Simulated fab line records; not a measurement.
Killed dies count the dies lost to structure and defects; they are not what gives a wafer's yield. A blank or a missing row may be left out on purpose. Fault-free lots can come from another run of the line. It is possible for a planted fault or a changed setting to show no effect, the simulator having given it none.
Split-lot experiment | flow n5-finfet | route with 1938 steps; 7 lots, 21 wafers read

== ON THE SPLIT ==
At N5_DUMMY_GATE_ETCH_32 (etches SiO2 in CF4, target depth 3.5 nm, time 3.9 s), the setting time-s was moved away from the recipe's 3.9 s on 10 of the 21 wafers read, by -20.4% to +21.0%. The other wafers ran this setting at the recipe's value.

The reading is taken at the split's own step.

== THE READING ==
etch.depth-nm (the simulator's own value, which no gauge read), in nm, at N5_DUMMY_GATE_ETCH_32 (etches SiO2 in CF4, target depth 3.5 nm, time 3.9 s). The file does not state a usual value for it. The 11 wafers here that ran the recipe average 3.530 nm, standard deviation 0.08 nm.

wafer  | tool, chamber at the split | time-s as run, s | against the recipe | etch.depth-nm, nm | against lot-mates on the recipe
L074.3 | rie-si-02, 0               | 3.104            | -20.4%             | 2.837             | -0.710
L074.5 | rie-si-02, 2               | 3.104            | -20.4%             | 2.779             | -0.768
L074.6 | rie-si-02, 3               | 3.9              | recipe             | 3.547             | -
L079.1 | rie-si-04, 3               | 4.535            | +16.3%             | 4.181             | +0.772
L079.3 | rie-si-04, 1               | 3.9              | recipe             | 3.409             | -
L079.6 | rie-si-04, 1               | 4.535            | +16.3%             | 3.973             | +0.564
L085.4 | rie-si-01, 3               | 3.417            | -12.4%             | 3.111             | -0.312
L085.5 | rie-si-01, 1               | 3.9              | recipe             | 3.423             | -
L085.6 | rie-si-01, 0               | 3.417            | -12.4%             | 3.178             | -0.245
L086.2 | rie-si-02, 3               | 3.9              | recipe             | 3.622             | -
L086.5 | rie-si-02, 3               | 3.9              | recipe             | 3.662             | -
L086.6 | rie-si-02, 0               | 3.9              | recipe             | 3.537             | -
L088.1 | rie-si-01, 3               | 3.232            | -17.1%             | 2.923             | -0.716
L088.5 | rie-si-01, 3               | 3.232            | -17.1%             | 2.92              | -0.719
L088.6 | rie-si-01, 0               | 3.9              | recipe             | 3.639             | -
L092.2 | rie-si-02, 0               | 3.9              | recipe             | 3.501             | -
L092.5 | rie-si-02, 1               | 3.9              | recipe             | 3.493             | -
L092.6 | rie-si-02, 0               | 3.9              | recipe             | 3.53              | -
L096.2 | rie-si-04, 3               | 4.719            | +21.0%             | 4.432             | +0.969
L096.5 | rie-si-04, 1               | 3.9              | recipe             | 3.463             | -
L096.6 | rie-si-04, 0               | 4.719            | +21.0%             | 4.136             | +0.673

FIT RESULTS
A straight line over all 21 wafers: etch.depth-nm changes by +0.0349 nm for each +1% of time-s; r = +0.98; the points scatter about the line by 0.088 nm.
The same after taking each lot's own level away (the mean of its wafers on the recipe; 21 wafers): +0.0377 nm for each +1%; r = +0.98; scatter 0.091 nm.
Per that fit: largest time-s move, reading shift of 0.79 nm.
The span of the lots' own levels, 3.4090 to 3.6390 nm, comes to 2.9 times the standard deviation stated above.
Hence the lot-to-lot level has little effect on the slope; both slopes agree.
Check: for one of the wafers moved furthest among these (+21.0%), held out of the fit, the line's prediction against its lot-mates is +0.774 nm. It came out at +0.969 nm against them.

== ADDITIONAL SPLITS CARRIED BY THESE WAFERS ==
These wafers also went through other splits before the reading. Each is held against what the fit with the lots' levels taken away leaves over:
other split on the same wafers           | wafers away from the commonest value | r with etch.depth-nm (lot level and that fit taken away)
N5_ZERO_LAYER_EXPOSE_08 dose-mj          | 4                                    | +0.13
N5_ZERO_LAYER_DEVELOP_10 develop-time-s  | 6                                    | -0.27
N5_PMOS_HMC_CHANNEL_EPI_COAT_03 spin-rpm | 4                                    | +0.11
N5_FIN_SAQP_PEB_14 peb-time-s            | 2                                    | -0.19
N5_STI_FIN_REVEAL_ETCHBACK_08 time-s     | 4                                    | -0.06
N5_DUMMY_GATE_DESCUM_20 time-s           | 6                                    | -0.02

== THE FILE'S OWN FIT ==
etch.depth-nm changes by +0.0376 nm for each +1% of time-s, r = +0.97.
